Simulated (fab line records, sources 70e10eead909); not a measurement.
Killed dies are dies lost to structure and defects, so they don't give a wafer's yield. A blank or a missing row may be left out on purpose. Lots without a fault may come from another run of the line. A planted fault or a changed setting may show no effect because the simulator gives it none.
Chamber matching | flow nand_harc | NHARC_P_CONTACT_ALD_22 on ald_metal-04: 4 sister chambers
The step deposits TiN, target thk 3 nm, pulse time 1 s, ald cycles 150. 4 wafers are shown with their chamber, then 8 later ones without.

WAFERS WITH THEIR CHAMBER
wafer  | chamber | heater_power_w (W)
L084.3 | 3       | 1075
L088.1 | 2       | 1184
L088.6 | 0       | 871
L090.3 | 1       | 1123

WAFERS WITHOUT THEIR CHAMBER
wafer  | heater_power_w (W)
L090.4 | 1097
L090.5 | 1111
L096.1 | 1162
L096.2 | 839
L096.3 | 1088
L096.4 | 1181
L096.5 | 1169
L096.6 | 1067

WHICH CHAMBER EACH WENT THROUGH
wafer  | from the rows above     | in truth
L090.4 | can't be placed: 3 or 1 | 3
L090.5 | can't be placed: 1 or 3 | 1
L096.1 | can't be placed: 2 or 1 | 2
L096.2 | 0                       | 0
L096.3 | can't be placed: 3 or 1 | 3
L096.4 | 2                       | 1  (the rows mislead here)
L096.5 | can't be placed: 2 or 1 | 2
L096.6 | 3                       | 3
Placed correctly: 2 of 8. Can't be placed from these rows: 5 (the true chamber is among the candidates in 5). Placed wrongly: 1.
How it was worked out, from the rows above alone: a wafer's distance from a chamber is the root of the sum, over the readings, of the square of ((its reading less the chamber's mean) divided by the reading's scatter). The wafer belongs to the nearest chamber; if the next one is less than 2 further off, it can't be placed. A chamber's mean is the mean of its shown wafers. The scatter: with one shown wafer a chamber, the root of the mean of the squares of how far each hidden wafer lies from its nearest shown one.
